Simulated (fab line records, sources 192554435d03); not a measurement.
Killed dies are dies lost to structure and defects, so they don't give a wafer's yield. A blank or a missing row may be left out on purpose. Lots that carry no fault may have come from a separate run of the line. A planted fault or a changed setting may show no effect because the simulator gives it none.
Which tool was responsible? :: flow n5Finfet :: 19 wafers from 7 lots sampled at 8 of the route's 1938 steps

WHAT THE GAUGES SHOWED, per wafer
N5_BEOL_M4_RC_MEAS_101. Usual: DIBL_N 36.4 mV/V, standard deviation 1.5; DIBL_P 36.6 mV/V, standard deviation 1.9; IOFF_N 0.155 nA/um, standard deviation 0.021; IOFF_P 0.211 nA/um, standard deviation 0.028; ION_N 671 uA/um, standard deviation 8.6; ION_P 462 uA/um, standard deviation 5.8; SS_N 71.5 mV/dec, standard deviation 0.5; SS_P 73.4 mV/dec, standard deviation 0.58; VT_N 250.1 mV, standard deviation 2.4; VT_P -250.1 mV, standard deviation 3.
lot: L901
measured: day 8 08:29
on: prober-01
DIBL_N (mV/V): 35.7 36.7 35.8
DIBL_P (mV/V): 35.7 36.6 35.5
IOFF_N (nA/um): 0.152 0.157 0.149
IOFF_P (nA/um): 0.207 0.215 0.198
ION_N (uA/um): 677 676 664
ION_P (uA/um): 464 468 460
SS_N (mV/dec): 71.3 71.8 71.7
SS_P (mV/dec): 73.3 73.8 74.5
VT_N (mV): 249.9 249.4 251.1
VT_P (mV): -250.3 -251.7 -249.5
flag: 

lot: L903
measured: day 8 18:28
on: prober-01
DIBL_N (mV/V): 37.2 38.2 34.9
DIBL_P (mV/V): 39.2 39.4 36.1
IOFF_N (nA/um): 0.161 0.176 0.127
IOFF_P (nA/um): 0.217 0.220 0.173
ION_N (uA/um): 673 674 660
ION_P (uA/um): 462 460 453
SS_N (mV/dec): 71.3 72.0 71.1
SS_P (mV/dec): 73.6 73.9 72.8
VT_N (mV): 252.4 250.6 256.3
VT_P (mV): -251.4 -250.6 -252.3
flag: 

lot: L912
measured: day 10 20:49
on: prober-01
DIBL_N (mV/V): 34.5 38.3 37.3
DIBL_P (mV/V): 32.8 37.4 35.7
IOFF_N (nA/um): 0.128 0.196 0.183
IOFF_P (nA/um): 0.193 0.279 0.255
ION_N (uA/um): 666 681 686
ION_P (uA/um): 461 475 479
SS_N (mV/dec): 70.5 71.3 72.2
SS_P (mV/dec): 73.8 73.9 73.6
VT_N (mV): 250.2 242.4 245.2
VT_P (mV): -249.4 -240.7 -242.6
flag: 

lot: L911
measured: day 10 21:17
on: prober-02
DIBL_N (mV/V): 38.7 37.9
DIBL_P (mV/V): 38.5 37.2
IOFF_N (nA/um): 0.179 0.162
IOFF_P (nA/um): 0.225 0.197
ION_N (uA/um): 667 675
ION_P (uA/um): 459 458
SS_N (mV/dec): 71.6 72.3
SS_P (mV/dec): 74.1 73.1
VT_N (mV): 249.6 250.2
VT_P (mV): -251.0 -252.6
flag: 

lot: L915
measured: day 11 13:08
on: prober-02
DIBL_N (mV/V): 36.7 37.1
DIBL_P (mV/V): 36.3 36.5
IOFF_N (nA/um): 0.153 0.157
IOFF_P (nA/um): 0.211 0.212
ION_N (uA/um): 667 678
ION_P (uA/um): 461 467
SS_N (mV/dec): 71.8 71.4
SS_P (mV/dec): 73.5 73.0
VT_N (mV): 250.2 248.7
VT_P (mV): -251.3 -250.3
flag: 

lot: L921
measured: day 13 15:49
on: prober-01
DIBL_N (mV/V): 39.8 39.0 38.5
DIBL_P (mV/V): 41.7 41.0 39.3
IOFF_N (nA/um): 0.233 0.208 0.171
IOFF_P (nA/um): 0.282 0.272 0.232
ION_N (uA/um): 702 686 672
ION_P (uA/um): 480 467 463
SS_N (mV/dec): 72.2 72.0 71.9
SS_P (mV/dec): 74.6 74.7 73.8
VT_N (mV): 243.9 247.7 251.6
VT_P (mV): -246.3 -247.1 -249.3
flag: 

lot: L923
measured: day 13 20:34
on: prober-02
DIBL_N (mV/V): 37.5 36.8 38.2
DIBL_P (mV/V): 37.3 37.3 38.1
IOFF_N (nA/um): 0.160 0.155 0.175
IOFF_P (nA/um): 0.168 0.173 0.183
ION_N (uA/um): 675 675 691
ION_P (uA/um): 452 458 461
SS_N (mV/dec): 72.1 70.9 71.8
SS_P (mV/dec): 73.6 73.6 73.1
VT_N (mV): 248.8 248.2 247.3
VT_P (mV): -257.4 -256.5 -256.1
flag: 

N5_BEOL_M11_OCD_MEAS_38. Usual: trenchDepthNm reads 149.3 nm (standard deviation 2.1).
lot: L901
measured: day 11 01:23
on: ocd-01
trenchDepthNm (nm): 152.1 147.2 151.8
flag: 

lot: L903
measured: day 10 22:55
on: ocd-02
trenchDepthNm (nm): 145.5 150.1 150.6
flag: 

lot: L912
measured: day 13 06:45
on: ocd-02
trenchDepthNm (nm): 149.3 - 149.0
flag: 

lot: L911
measured: day 13 06:56
on: ocd-02
trenchDepthNm (nm): - 148.8
flag: 

lot: L915
measured: day 14 02:07
on: ocd-01
trenchDepthNm (nm): 152.5 -
flag: 

lot: L921
measured: day 16 08:32
on: ocd-02
trenchDepthNm (nm): 148.5 150.3 152.6
flag: 

lot: L923
measured: day 16 09:13
on: ocd-01
trenchDepthNm (nm): 148.7 150.7 150.0
flag: 

N5_BEOL_M11_CD_MEAS_35: the cd target is 70 nm. Usual: cdNm reads 69.9 nm (standard deviation 0.47).
lot: L901
measured: day 11 01:32
on: cdSem-01
cdNm (nm): 70.2 70.3 70.7
flag: 

lot: L903
measured: day 10 23:04
on: cdSem-02
cdNm (nm): 69.7 69.0 70.0
flag: 

lot: L912
measured: day 13 06:54
on: cdSem-01
cdNm (nm): 69.3 - 69.4
flag: 

lot: L911
measured: day 13 07:05
on: cdSem-03
cdNm (nm): - 69.8
flag: 

lot: L915
measured: day 14 02:22
on: cdSem-02
cdNm (nm): 69.3 -
flag: 

lot: L921
measured: day 16 08:41
on: cdSem-01
cdNm (nm): 70.8 70.6 70.5
flag: 

lot: L923
measured: day 16 09:22
on: cdSem-02
cdNm (nm): 70.1 69.8 69.7
flag: 

TOOL THAT RAN EACH LOT (tool first, then ch and the chambers of the sampled wafers, then the start)
lot: L901
N5_BEOL_M11_HM_DEP_02: pvdSputter-01, day 10 23:13
N5_BEOL_M11_STRIP_19: rieDiel-05 ch 0,1,3, day 11 00:13
N5_BEOL_M11_ETCH_65: rieDiel-03 ch 1,2,3, day 11 00:56
N5_BEOL_M11_VIA_ETCH_34: rieDiel-03 ch 1,2,3, day 11 01:07
N5_BEOL_M11_ETCH_41: rieDiel-03 ch 1,2,3, day 11 01:23 or earlier

lot: L903
N5_BEOL_M11_HM_DEP_02: pvdSputter-01, day 10 20:20
N5_BEOL_M11_STRIP_19: rieDiel-05 ch 2,3, day 10 21:11
N5_BEOL_M11_ETCH_65: rieDiel-03 ch 0,2,3, day 10 22:27
N5_BEOL_M11_VIA_ETCH_34: rieDiel-03 ch 0,2,3, day 10 22:37
N5_BEOL_M11_ETCH_41: rieDiel-03 ch 0,2,3, day 10 22:55 or earlier

lot: L912
N5_BEOL_M11_HM_DEP_02: pvdSputter-01, day 13 03:55
N5_BEOL_M11_STRIP_19: rieDiel-05 ch 0,1,3, day 13 04:53
N5_BEOL_M11_ETCH_65: rieDiel-03 ch 0,1, day 13 06:17
N5_BEOL_M11_VIA_ETCH_34: rieDiel-03 ch 0,1, day 13 06:28
N5_BEOL_M11_ETCH_41: rieDiel-03 ch 0,1, day 13 06:45 or earlier

lot: L911
N5_BEOL_M11_HM_DEP_02: pvdSputter-01, day 13 03:35
N5_BEOL_M11_STRIP_19: rieDiel-03 ch 2,3, day 13 04:26
N5_BEOL_M11_ETCH_65: rieDiel-02 ch 0,1, day 13 06:28
N5_BEOL_M11_VIA_ETCH_34: rieDiel-02 ch 0,1, day 13 06:38
N5_BEOL_M11_ETCH_41: rieDiel-02 ch 0,1, day 13 06:56 or earlier

lot: L915
N5_BEOL_M11_HM_DEP_02: pvdSputter-01, day 13 22:47
N5_BEOL_M11_STRIP_19: rieDiel-03 ch 1,2, day 14 00:01
N5_BEOL_M11_ETCH_65: rieDiel-02 ch 0,1, day 14 01:40
N5_BEOL_M11_VIA_ETCH_34: rieDiel-02 ch 0,1, day 14 01:50
N5_BEOL_M11_ETCH_41: rieDiel-02 ch 0,1, day 14 02:07 or earlier

lot: L921
N5_BEOL_M11_HM_DEP_02: pvdSputter-01, day 16 05:05
N5_BEOL_M11_STRIP_19: rieDiel-02 ch 1,2,3, day 16 05:58
N5_BEOL_M11_ETCH_65: rieDiel-05 ch 0,2, day 16 08:04
N5_BEOL_M11_VIA_ETCH_34: rieDiel-05 ch 0,2, day 16 08:15
N5_BEOL_M11_ETCH_41: rieDiel-05 ch 0,2, day 16 08:32 or earlier

lot: L923
N5_BEOL_M11_HM_DEP_02: pvdSputter-01, day 16 05:11
N5_BEOL_M11_STRIP_19: rieDiel-03 ch 1,2, day 16 06:16
N5_BEOL_M11_ETCH_65: rieDiel-03 ch 1,2, day 16 08:45
N5_BEOL_M11_VIA_ETCH_34: rieDiel-03 ch 1,2, day 16 08:55
N5_BEOL_M11_ETCH_41: rieDiel-03 ch 1,2, day 16 09:13 or earlier
- N5_BEOL_M11_HM_DEP_02: deposits TiN, target thk 20 nm.
- N5_BEOL_M11_STRIP_19: strips in O2.
- N5_BEOL_M11_ETCH_65: etches SiARC in CF4, target depth 39 nm, time 65 s.
- N5_BEOL_M11_VIA_ETCH_34: etches SiCOH lowk in C4F6/O2, target depth 184.5 nm, time 69.2 s.
- N5_BEOL_M11_ETCH_41: etches SiCN in CH3F/O2, target depth 42.6 nm, time 86 s.

WHAT THE TOOLS THEMSELVES READ (means of the sampled wafers that have a number; where no wafer has one, the mark that the record gives instead)
N5_BEOL_M11_HM_DEP_02. Usual: throttleValvePct reads 30.0 % (standard deviation 0.99).
lot: L901
tool: pvdSputter-01
throttleValvePct (%): 30.0
flag: 

lot: L903
tool: pvdSputter-01
throttleValvePct (%): 30.2
flag: 

lot: L912
tool: pvdSputter-01
throttleValvePct (%): 30.2
flag: 

lot: L911
tool: pvdSputter-01
throttleValvePct (%): 30.1
flag: 

lot: L915
tool: pvdSputter-01
throttleValvePct (%): 30.7
flag: 

lot: L921
tool: pvdSputter-01
throttleValvePct (%): 29.8
flag: 

lot: L923
tool: pvdSputter-01
throttleValvePct (%): 30.1
flag: 

N5_BEOL_M11_STRIP_19. Usual: drypumpMotorCurrentA 5.5 A, standard deviation 0.45; oesProductAu 0.78 a.u., standard deviation 0.086; rfVppV 3.7 V, standard deviation 0.57; showerheadPlenumPTorr 2.09 Torr, standard deviation 0.056; throttleValvePct 16.68 %, standard deviation 0.18.
lot: L901
tool: rieDiel-05
drypumpMotorCurrentA (A): 5.6
oesProductAu (a.u.): 0.70
rfVppV (V): 3.8
showerheadPlenumPTorr (Torr): 2.07
throttleValvePct (%): 16.84
flag: 

lot: L903
tool: rieDiel-05
drypumpMotorCurrentA (A): 6.1
oesProductAu (a.u.): 0.70
rfVppV (V): 3.5
showerheadPlenumPTorr (Torr): 1.99
throttleValvePct (%): 16.99
flag: 

lot: L912
tool: rieDiel-05
drypumpMotorCurrentA (A): 5.6
oesProductAu (a.u.): 0.78
rfVppV (V): 3.2
showerheadPlenumPTorr (Torr): 2.06
throttleValvePct (%): 16.71
flag: 

lot: L911
tool: rieDiel-03
drypumpMotorCurrentA (A): 5.0
oesProductAu (a.u.): 0.78
rfVppV (V): 3.2
showerheadPlenumPTorr (Torr): 2.10
throttleValvePct (%): 16.63
flag: 

lot: L915
tool: rieDiel-03
drypumpMotorCurrentA (A): 5.1
oesProductAu (a.u.): 0.81
rfVppV (V): 4.0
showerheadPlenumPTorr (Torr): 2.11
throttleValvePct (%): 16.59
flag: 

lot: L921
tool: rieDiel-02
drypumpMotorCurrentA (A): 5.5
oesProductAu (a.u.): 0.75
rfVppV (V): 3.5
showerheadPlenumPTorr (Torr): 2.12
throttleValvePct (%): 16.75
flag: 

lot: L923
tool: rieDiel-03
drypumpMotorCurrentA (A): 5.2
oesProductAu (a.u.): 0.78
rfVppV (V): 3.5
showerheadPlenumPTorr (Torr): 2.10
throttleValvePct (%): 16.62
flag: 

N5_BEOL_M11_ETCH_65. Usual: value, then standard deviation, for each; drypumpMotorCurrentA 5.5 A / 0.46; etchRfOnTimeS 64.6 s / 0.91; oesProductAu 0.69 a.u. / 0.079; rfFwdPowerW 538.9 W / 2.3; rfVppV 184.3 V / 1.2; showerheadPlenumPTorr 2.16 Torr / 0.065; throttleValvePct 15.55 % / 0.21.
lot: L901
tool: rieDiel-03
drypumpMotorCurrentA (A): 5.2
etchRfOnTimeS (s): 64.2
oesProductAu (a.u.): 0.69
rfFwdPowerW (W): 539.4
rfVppV (V): 183.9
showerheadPlenumPTorr (Torr): 2.15
throttleValvePct (%): 15.55
flag: 

lot: L903
tool: rieDiel-03
drypumpMotorCurrentA (A): 5.2
etchRfOnTimeS (s): 65.2
oesProductAu (a.u.): 0.69
rfFwdPowerW (W): 539.9
rfVppV (V): 183.9
showerheadPlenumPTorr (Torr): 2.15
throttleValvePct (%): 15.55
flag: 

lot: L912
tool: rieDiel-03
drypumpMotorCurrentA (A): 5.5
etchRfOnTimeS (s): 64.5
oesProductAu (a.u.): 0.66
rfFwdPowerW (W): 540.2
rfVppV (V): 184.5
showerheadPlenumPTorr (Torr): 2.14
throttleValvePct (%): 15.53
flag: 

lot: L911
tool: rieDiel-02
drypumpMotorCurrentA (A): 5.7
etchRfOnTimeS (s): 65.2
oesProductAu (a.u.): 0.72
rfFwdPowerW (W): 539.1
rfVppV (V): 186.0
showerheadPlenumPTorr (Torr): 2.21
throttleValvePct (%): 15.24
flag: 

lot: L915
tool: rieDiel-02
drypumpMotorCurrentA (A): 5.7
etchRfOnTimeS (s): 66.1
oesProductAu (a.u.): 0.71
rfFwdPowerW (W): 539.4
rfVppV (V): 185.4
showerheadPlenumPTorr (Torr): 2.21
throttleValvePct (%): 15.25
flag: 

lot: L921
tool: rieDiel-05
drypumpMotorCurrentA (A): 6.4
etchRfOnTimeS (s): 63.7
oesProductAu (a.u.): 0.77
rfFwdPowerW (W): 538.0
rfVppV (V): 184.1
showerheadPlenumPTorr (Torr): 2.16
throttleValvePct (%): 15.60
flag: 

lot: L923
tool: rieDiel-03
drypumpMotorCurrentA (A): 5.0
etchRfOnTimeS (s): 63.8
oesProductAu (a.u.): 0.70
rfFwdPowerW (W): 536.9
rfVppV (V): 184.6
showerheadPlenumPTorr (Torr): 2.16
throttleValvePct (%): 15.57
flag: 

N5_BEOL_M11_VIA_ETCH_34. Usual: O2_flow_sccm 10.002 sccm, standard deviation 0.029; drypumpMotorCurrentA 5.6 A, standard deviation 0.45; oes_ar_750_au 0.80 a.u., standard deviation 0.087; oes_o_777_au 0.80 a.u., standard deviation 0.085; oesProductAu 0.80 a.u., standard deviation 0.093; rfFwdPowerW 342.3 W, standard deviation 1.2; rfVppV 664 V, standard deviation 12; showerheadPlenumPTorr 2.86 Torr, standard deviation 0.086; throttleValvePct 20.85 %, standard deviation 0.22.
lot: L901
tool: rieDiel-03
O2_flow_sccm (sccm): 10.019
drypumpMotorCurrentA (A): 5.2
oes_ar_750_au (a.u.): 0.80
oes_o_777_au (a.u.): 0.81
oesProductAu (a.u.): 0.80
rfFwdPowerW (W): 341.6
rfVppV (V): 660
showerheadPlenumPTorr (Torr): 2.87
throttleValvePct (%): 20.89
flag: 

lot: L903
tool: rieDiel-03
O2_flow_sccm (sccm): 9.983
drypumpMotorCurrentA (A): 5.2
oes_ar_750_au (a.u.): 0.80
oes_o_777_au (a.u.): 0.81
oesProductAu (a.u.): 0.81
rfFwdPowerW (W): 343.1
rfVppV (V): 657
showerheadPlenumPTorr (Torr): 2.86
throttleValvePct (%): 20.85
flag: 

lot: L912
tool: rieDiel-03
O2_flow_sccm (sccm): 9.996
drypumpMotorCurrentA (A): 5.5
oes_ar_750_au (a.u.): 0.77
oes_o_777_au (a.u.): 0.79
oesProductAu (a.u.): 0.61
rfFwdPowerW (W): 342.0
rfVppV (V): 656
showerheadPlenumPTorr (Torr): 2.85
throttleValvePct (%): 20.74
flag: 

lot: L911
tool: rieDiel-02
O2_flow_sccm (sccm): 10.024
drypumpMotorCurrentA (A): 5.7
oes_ar_750_au (a.u.): 0.83
oes_o_777_au (a.u.): 0.83
oesProductAu (a.u.): 0.59
rfFwdPowerW (W): 342.6
rfVppV (V): 674
showerheadPlenumPTorr (Torr): 2.94
throttleValvePct (%): 20.43
flag: 

lot: L915
tool: rieDiel-02
O2_flow_sccm (sccm): 9.971
drypumpMotorCurrentA (A): 5.7
oes_ar_750_au (a.u.): 0.83
oes_o_777_au (a.u.): 0.82
oesProductAu (a.u.): 0.57
rfFwdPowerW (W): 342.8
rfVppV (V): 676
showerheadPlenumPTorr (Torr): 2.93
throttleValvePct (%): 20.45
flag: 

lot: L921
tool: rieDiel-05
O2_flow_sccm (sccm): 10.027
drypumpMotorCurrentA (A): 6.4
oes_ar_750_au (a.u.): 0.89
oes_o_777_au (a.u.): 0.90
oesProductAu (a.u.): 0.90
rfFwdPowerW (W): 341.3
rfVppV (V): 673
showerheadPlenumPTorr (Torr): 2.86
throttleValvePct (%): 20.95
flag: 

lot: L923
tool: rieDiel-03
O2_flow_sccm (sccm): 10.007
drypumpMotorCurrentA (A): 5.0
oes_ar_750_au (a.u.): 0.81
oes_o_777_au (a.u.): 0.82
oesProductAu (a.u.): 0.81
rfFwdPowerW (W): 341.7
rfVppV (V): 655
showerheadPlenumPTorr (Torr): 2.88
throttleValvePct (%): 20.90
flag: 

N5_BEOL_M11_ETCH_41. Usual: CH3F_flow_sccm 30.01 sccm, standard deviation 0.088; O2_flow_sccm 20.00 sccm, standard deviation 0.056; drypumpMotorCurrentA 5.6 A, standard deviation 0.45; oesProductAu 0.80 a.u., standard deviation 0.094; rfFwdPowerW 392.5 W, standard deviation 1.3; rfVppV 297.7 V, standard deviation 1.5; showerheadPlenumPTorr 2.01 Torr, standard deviation 0.063; throttleValvePct 16.27 %, standard deviation 0.22.
lot: L901
tool: rieDiel-03
CH3F_flow_sccm (sccm): 30.00
O2_flow_sccm (sccm): 19.98
drypumpMotorCurrentA (A): 5.2
oesProductAu (a.u.): 0.81
rfFwdPowerW (W): 392.6
rfVppV (V): 298.6
showerheadPlenumPTorr (Torr): 2.02
throttleValvePct (%): 16.27
flag: 

lot: L903
tool: rieDiel-03
CH3F_flow_sccm (sccm): 30.06
O2_flow_sccm (sccm): 19.99
drypumpMotorCurrentA (A): 5.2
oesProductAu (a.u.): 0.80
rfFwdPowerW (W): 392.1
rfVppV (V): 297.0
showerheadPlenumPTorr (Torr): 2.01
throttleValvePct (%): 16.27
flag: 

lot: L912
tool: rieDiel-03
CH3F_flow_sccm (sccm): 30.11
O2_flow_sccm (sccm): 19.98
drypumpMotorCurrentA (A): 5.5
oesProductAu (a.u.): 0.77
rfFwdPowerW (W): 392.5
rfVppV (V): 297.0
showerheadPlenumPTorr (Torr): 2.00
throttleValvePct (%): 16.24
flag: 

lot: L911
tool: rieDiel-02
CH3F_flow_sccm (sccm): 30.02
O2_flow_sccm (sccm): 19.99
drypumpMotorCurrentA (A): 5.7
oesProductAu (a.u.): 0.84
rfFwdPowerW (W): 391.5
rfVppV (V): 298.9
showerheadPlenumPTorr (Torr): 2.06
throttleValvePct (%): 15.94
flag: 

lot: L915
tool: rieDiel-02
CH3F_flow_sccm (sccm): 29.91
O2_flow_sccm (sccm): 20.02
drypumpMotorCurrentA (A): 5.7
oesProductAu (a.u.): 0.84
rfFwdPowerW (W): 393.8
rfVppV (V): 299.1
showerheadPlenumPTorr (Torr): 2.06
throttleValvePct (%): 15.96
flag: 

lot: L921
tool: rieDiel-05
CH3F_flow_sccm (sccm): 29.99
O2_flow_sccm (sccm): 20.05
drypumpMotorCurrentA (A): 6.4
oesProductAu (a.u.): 0.89
rfFwdPowerW (W): 391.2
rfVppV (V): 297.9
showerheadPlenumPTorr (Torr): 2.01
throttleValvePct (%): 16.31
flag: 

lot: L923
tool: rieDiel-03
CH3F_flow_sccm (sccm): 30.05
O2_flow_sccm (sccm): 19.97
drypumpMotorCurrentA (A): 5.0
oesProductAu (a.u.): 0.82
rfFwdPowerW (W): 391.5
rfVppV (V): 297.4
showerheadPlenumPTorr (Torr): 2.02
throttleValvePct (%): 16.30
flag: 

THE ANSWER, worked out from the rows above alone
Rule: a lot counts as off when the mean over its wafers that have a number is more than 3 standard deviations away from the usual mean. Also off: a lot with no number at a reading for which 4 or more lots have one. The other lots that the step has rows for count as sound. First the gauges in route order, then the tools' own readings, where a lot's mean is used as printed above. The first step at which some lot is off is used, and at that step the reading that is off furthest; a lot without a number counts as furthest.
No lot is off at any reading shown: from this, nothing can be told.

WHAT WAS PUT IN BY THE SIMULATOR
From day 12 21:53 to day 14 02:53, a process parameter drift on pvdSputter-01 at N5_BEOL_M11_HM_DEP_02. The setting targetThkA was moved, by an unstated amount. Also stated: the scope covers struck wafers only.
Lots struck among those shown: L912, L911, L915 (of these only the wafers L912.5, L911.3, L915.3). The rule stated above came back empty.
